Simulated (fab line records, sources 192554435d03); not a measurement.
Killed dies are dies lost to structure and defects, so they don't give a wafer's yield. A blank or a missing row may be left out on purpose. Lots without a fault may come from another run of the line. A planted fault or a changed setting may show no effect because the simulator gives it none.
Which tool did it? | flow n5_finfet | 12 lots, 36 wafers sampled, at 5 steps of a route of 1938

WHAT THE GAUGES READ, wafer by wafer
N5_BEOL_M14_CD_MEAS_17: target cd 250 nm. Usual: cd_nm 251.2 nm, standard deviation 1.5.
lot  | measured     | on        | cd_nm (nm)        | flag
L584 | day 12 21:59 | cd_sem-03 | 253.7 252.6 253.2 |
L585 | day 14 05:56 | cd_sem-02 | 249.8 251.1 249.0 |
L586 | day 14 16:28 | cd_sem-03 | 248.3 251.0 250.8 |
L587 | day 14 17:02 | cd_sem-02 | 249.3 249.2 249.8 |
L588 | day 15 16:05 | cd_sem-03 | 249.5 252.4 251.1 |
L590 | day 16 01:38 | cd_sem-02 | 251.8 252.5 253.1 |
L589 | day 16 22:49 | cd_sem-02 | 254.4 254.9 255.6 |
L595 | day 17 19:37 | cd_sem-01 | 250.9 251.7 252.0 |
L598 | day 17 20:04 | cd_sem-01 | 253.8 252.5 253.4 |
L601 | day 17 23:10 | cd_sem-02 | 250.9 252.0 250.4 |
L603 | day 18 18:05 | cd_sem-01 | 249.6 252.1 250.7 |
L605 | day 19 23:42 | cd_sem-01 | 252.7 250.3 249.9 |

N5_BEOL_M14_CD_MEAS_28: target cd 284.4 nm. Usual: cd_nm 284.7 nm, standard deviation 1.1.
lot  | measured     | on        | cd_nm (nm)        | flag
L584 | day 12 22:19 | cd_sem-01 | 284.0 282.5 282.6 |
L585 | day 14 06:23 | cd_sem-02 | 284.7 285.2 283.9 |
L586 | day 14 17:30 | cd_sem-02 | 284.2 284.5 286.5 |
L587 | day 14 17:32 | cd_sem-01 | 285.3 284.2 283.4 |
L588 | day 15 16:25 | cd_sem-01 | 283.1 285.5 285.4 |
L590 | day 16 01:58 | cd_sem-01 | 285.5 284.5 285.4 |
L589 | day 16 23:08 | cd_sem-02 | 284.1 285.1 285.1 |
L595 | day 17 20:04 | cd_sem-03 | 283.7 284.6 286.0 |
L598 | day 17 20:31 | cd_sem-02 | 284.5 284.5 283.5 |
L601 | day 17 23:31 | cd_sem-02 | 286.1 286.4 287.5 |
L603 | day 18 18:25 | cd_sem-02 | 283.6 283.5 284.7 |
L605 | day 20 00:09 | cd_sem-03 | 284.8 287.0 284.5 |

N5_BEOL_M14_OVL_MEAS_29. Usual: M14_OVL 0 nm, standard deviation 4.1.
lot  | measured     | on         | M14_OVL (nm) | flag
L584 | day 12 22:20 | overlay-01 | -7 -4 0      |
L585 | day 14 06:25 | overlay-02 | 3 3 2        |
L586 | day 14 17:31 | overlay-02 | 6 -1 -3      |
L587 | day 14 17:34 | overlay-01 | 2 1 -2       |
L588 | day 15 16:26 | overlay-01 | 7 2 -6       |
L590 | day 16 02:00 | overlay-02 | -3 -6 5      |
L589 | day 16 23:10 | overlay-01 | -1 8 1       |
L595 | day 17 20:05 | overlay-01 | 1 2 3        |
L598 | day 17 20:33 | overlay-01 | 27 32 28     | OFF
L601 | day 17 23:33 | overlay-02 | 30 31 28     | OFF
L603 | day 18 18:27 | overlay-01 | 5 10 3       |
L605 | day 20 00:11 | overlay-02 | -4 4 -1      |

N5_BEOL_M14_OCD_MEAS_35. Usual: trench_depth_nm 561 nm, standard deviation 9.4.
lot  | measured     | on     | trench_depth_nm (nm) | flag
L584 | day 12 23:22 | ocd-02 | 559 559 558          |
L585 | day 14 07:05 | ocd-02 | 564 552 553          |
L586 | day 14 18:11 | ocd-01 | 557 568 559          |
L587 | day 14 18:14 | ocd-02 | 567 558 569          |
L588 | day 15 17:26 | ocd-01 | 553 555 566          |
L590 | day 16 02:40 | ocd-02 | 576 562 578          |
L589 | day 17 00:00 | ocd-02 | 578 572 574          |
L595 | day 17 20:46 | ocd-01 | 544 548 546          |
L598 | day 17 21:14 | ocd-02 | 572 560 571          |
L601 | day 18 00:28 | ocd-01 | 550 552 567          |
L603 | day 18 19:07 | ocd-01 | 573 578 559          |
L605 | day 20 00:52 | ocd-01 | 549 550 567          |

WHICH TOOL RAN EACH LOT (tool, then ch and the chambers of the sampled wafers, then the start)
lot  | N5_BEOL_M14_EXPOSE_25
L584 | krf_scanner-01 ch 0, day 12 22:08
L585 | krf_scanner-01 ch 0, day 14 06:13
L586 | krf_scanner-01 ch 0, day 14 17:20
L587 | krf_scanner-01 ch 0, day 14 17:22
L588 | krf_scanner-02 ch 0, day 15 16:14
L590 | krf_scanner-02 ch 0, day 16 01:49
L589 | krf_scanner-02 ch 0, day 16 22:58
L595 | krf_scanner-01 ch 0, day 17 19:54
L598 | krf_scanner-02 ch 0, day 17 20:21
L601 | krf_scanner-02 ch 0, day 17 23:21
L603 | krf_scanner-01 ch 0, day 18 18:15
L605 | krf_scanner-01 ch 0, day 19 23:59
- N5_BEOL_M14_EXPOSE_25: exposes mask M14, target cd 280 nm.

WHAT THE TOOLS THEMSELVES READ (means of the sampled wafers that have a number; where no wafer has one, the mark that the record gives instead)
N5_BEOL_M14_EXPOSE_25. Usual: reticle_temp_C 23.01 C, standard deviation 0.089.
lot  | tool           | reticle_temp_C (C) | flag
L584 | krf_scanner-01 | 23.15              |
L585 | krf_scanner-01 | 23.06              |
L586 | krf_scanner-01 | 23.05              |
L587 | krf_scanner-01 | 22.96              |
L588 | krf_scanner-02 | 23.05              |
L590 | krf_scanner-02 | 22.97              |
L589 | krf_scanner-02 | 22.93              |
L595 | krf_scanner-01 | 22.94              |
L598 | krf_scanner-02 | 22.96              |
L601 | krf_scanner-02 | 22.99              |
L603 | krf_scanner-01 | 23.02              |
L605 | krf_scanner-01 | 23.03              |

THE ANSWER, worked out from the rows above alone
Rule: a lot is off if the mean of its wafers that have a number lies more than 3 standard deviations from the usual mean. A lot without any number at a reading at which 4 lots or more have one is off too. The other lots that the step has rows for count as sound. The gauges are gone through in route order, then the tools' own readings, and for those a lot's mean is taken as printed above. The first step at which some lot is off is used, and at that step the reading that is off furthest; a lot without a number counts as furthest.
Off: L598, L601, at N5_BEOL_M14_OVL_MEAS_29 (M14_OVL).
A tool fits if, at a process step before that reading, it ran every lot that is off, and no sound lot after the first of them. The gauges at N5_BEOL_M14_OVL_MEAS_29 are tried like those tools. One fits: krf_scanner-02 at N5_BEOL_M14_EXPOSE_25. Its last sound lot is L589 (day 16 22:58), its first lot that is off L598 (day 17 20:21): a fault that began between those two fits.

WHAT THE SIMULATOR HAD PUT IN
Scanner matching overlay: krf_scanner-02, from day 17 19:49 on, at N5_BEOL_M14_EXPOSE_25. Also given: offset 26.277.
Lots struck among those shown: L598, L601. The rule above found the same.
